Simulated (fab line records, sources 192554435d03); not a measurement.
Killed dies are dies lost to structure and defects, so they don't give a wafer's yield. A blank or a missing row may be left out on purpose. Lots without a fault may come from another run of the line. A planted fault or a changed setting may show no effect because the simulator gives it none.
Chamber matching | flow n5_finfet | N5_BEOL_M5_DESCUM_16 on rie_diel-03: 4 sister chambers
The step chemistry O2, time 7 s. 4 wafers are shown with their chamber, then 11 later ones without.

WAFERS WITH THEIR CHAMBER
wafer  | chamber | showerhead_plenum_p_Torr (Torr)
L083.6 | 3       | 2.13
L087.3 | 1       | 2.23
L090.3 | 2       | 2.05
L089.1 | 0       | 2.06

WAFERS WITHOUT THEIR CHAMBER
wafer  | showerhead_plenum_p_Torr (Torr)
L089.5 | 2.05
L089.6 | 2.13
L093.1 | 2.23
L093.3 | 2.06
L093.4 | 2.13
L094.3 | 2.22
L094.4 | 2.05
L094.6 | 2.22
L096.3 | 2.22
L096.5 | 2.13
L096.6 | 2.05

WHICH CHAMBER EACH WENT THROUGH
wafer  | from the rows above     | in truth
L089.5 | can't be placed: 2 or 0 | 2
L089.6 | 3                       | 3
L093.1 | 1                       | 1
L093.3 | can't be placed: 0 or 2 | 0
L093.4 | 3                       | 3
L094.3 | 1                       | 1
L094.4 | can't be placed: 2 or 0 | 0
L094.6 | 1                       | 1
L096.3 | 1                       | 1
L096.5 | 3                       | 3
L096.6 | can't be placed: 2 or 0 | 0
Placed correctly: 7 of 11. Can't be placed from these rows: 4 (the true chamber is among the candidates in 4). Placed wrongly: 0.
How it was worked out, from the rows above alone: a wafer's distance from a chamber is the root of the sum, over the readings, of the square of ((its reading less the chamber's mean) divided by the reading's scatter). The wafer belongs to the nearest chamber; if the next one is less than 2 further off, it can't be placed. A chamber's mean is the mean of its shown wafers. The scatter: with one shown wafer a chamber, the root of the mean of the squares of how far each hidden wafer lies from its nearest shown one.
